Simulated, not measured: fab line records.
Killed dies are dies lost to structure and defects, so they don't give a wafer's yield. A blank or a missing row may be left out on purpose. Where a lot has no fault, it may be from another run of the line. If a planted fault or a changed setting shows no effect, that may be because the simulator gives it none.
Matching of chambers | flow n5 finfet | 4 sister chambers for N5_FIN_SAQP_ETCH_67 on rie diel-03
The step etches SiNx in CH3F/O2, target depth 30 nm. 36 wafers are shown with their chamber, then 12 later ones without.

== WAFERS, EACH WITH ITS CHAMBER ==
wafer  | chamber | drypump motor current A (A) | showerhead plenum p Torr (Torr) | throttle valve pct (%)
L074.2 | 2       | 5.8                         | 1.93                            | 16.49
L074.3 | 0       | 6.3                         | 2.07                            | 16.47
L074.5 | 0       | 6.3                         | 2.07                            | 16.47
L077.2 | 2       | 5.8                         | 1.92                            | 16.51
L077.5 | 2       | 5.7                         | 1.92                            | 16.51
L077.6 | 3       | 5.8                         | 2.06                            | 16.64
L079.1 | 1       | 4.8                         | 1.96                            | 15.97
L079.2 | 2       | 5.7                         | 1.92                            | 16.51
L079.5 | 0       | 6.3                         | 2.07                            | 16.48
L080.2 | 1       | 4.8                         | 1.96                            | 15.98
L080.3 | 3       | 5.7                         | 2.05                            | 16.65
L080.4 | 0       | 6.3                         | 2.07                            | 16.50
L081.2 | 2       | 5.8                         | 1.92                            | 16.52
L081.4 | 3       | 5.8                         | 2.05                            | 16.65
L081.5 | 1       | 4.8                         | 1.96                            | 15.97
L083.1 | 2       | 5.8                         | 1.92                            | 16.55
L083.2 | 3       | 5.8                         | 2.05                            | 16.66
L083.3 | 0       | 6.3                         | 2.07                            | 16.50
L084.2 | 3       | 5.8                         | 2.05                            | 16.67
L084.5 | 0       | 6.3                         | 2.07                            | 16.51
L084.6 | 1       | 4.9                         | 1.96                            | 16.00
L087.1 | 1       | 4.8                         | 1.95                            | 16.02
L087.3 | 0       | 6.3                         | 2.06                            | 16.52
L087.5 | 3       | 5.8                         | 2.05                            | 16.67
L088.1 | 1       | 4.8                         | 1.95                            | 15.99
L088.2 | 3       | 5.8                         | 2.05                            | 16.68
L088.4 | 0       | 6.3                         | 2.06                            | 16.53
L089.2 | 0       | 6.2                         | 2.06                            | 16.54
L089.3 | 1       | 4.8                         | 1.95                            | 16.00
L089.5 | 1       | 4.8                         | 1.95                            | 16.02
L090.2 | 0       | 6.3                         | 2.06                            | 16.54
L090.3 | 1       | 4.8                         | 1.95                            | 16.03
L090.4 | 1       | 4.8                         | 1.95                            | 16.04
L092.1 | 2       | 5.8                         | 1.91                            | 16.56
L092.2 | 1       | 4.8                         | 1.95                            | 16.03
L092.5 | 1       | 4.8                         | 1.95                            | 16.05

SIGNATURES (means of the wafers above)
reading                  | chamber 0 | chamber 1 | chamber 2 | chamber 3 | scatter within a chamber
drypump motor current A  | 6.290     | 4.808     | 5.771     | 5.786     | 0.0358
showerhead plenum p Torr | 2.0660    | 1.9533    | 1.9200    | 2.0514    | 0.00498
throttle valve pct       | 16.5060   | 16.0083   | 16.5214   | 16.6600   | 0.0247
Rule: for a wafer and a chamber, the distance is found by dividing, reading by reading, the gap between the wafer's reading and the chamber's mean by the reading's scatter, squaring, summing and taking the root. The wafer belongs to the nearest chamber; if the next one is less than 2 further off, it can't be placed. The scatter: the root of (the sum of the squares of (reading less its chamber's mean) over the shown wafers, divided by (wafers less chambers)).

== WAFERS MISSING THEIR CHAMBER ==
wafer  | drypump motor current A (A) | showerhead plenum p Torr (Torr) | throttle valve pct (%)
L093.4 | 6.3                         | 2.06                            | 16.56
L093.5 | 5.7                         | 1.91                            | 16.57
L093.6 | 5.8                         | 2.05                            | 16.25
L095.1 | 5.8                         | 1.91                            | 16.58
L095.4 | 4.8                         | 1.95                            | 16.04
L095.5 | 5.8                         | 2.04                            | 16.24
L096.1 | 6.3                         | 2.06                            | 16.56
L096.2 | 4.8                         | 1.95                            | 16.04
L096.6 | 5.8                         | 1.91                            | 16.58
L097.1 | 6.2                         | 2.06                            | 16.56
L097.3 | 5.7                         | 1.91                            | 16.59
L097.5 | 4.9                         | 1.95                            | 16.05

== THE CHAMBER EACH PASSED THROUGH ==
wafer  | from the rows above     | in truth
L093.4 | 0                       | 0
L093.5 | 2                       | 2
L093.6 | can't be placed: 3 or 0 | 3
L095.1 | 2                       | 2
L095.4 | 1                       | 1
L095.5 | can't be placed: 3 or 0 | 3
L096.1 | 0                       | 0
L096.2 | 1                       | 1
L096.6 | 2                       | 2
L097.1 | 0                       | 0
L097.3 | 2                       | 2
L097.5 | 1                       | 1
Correct placement for 10 of the 12. From these rows, 2 cannot be placed; in 2 the true chamber is one of the candidates. Wrongly placed: 0.
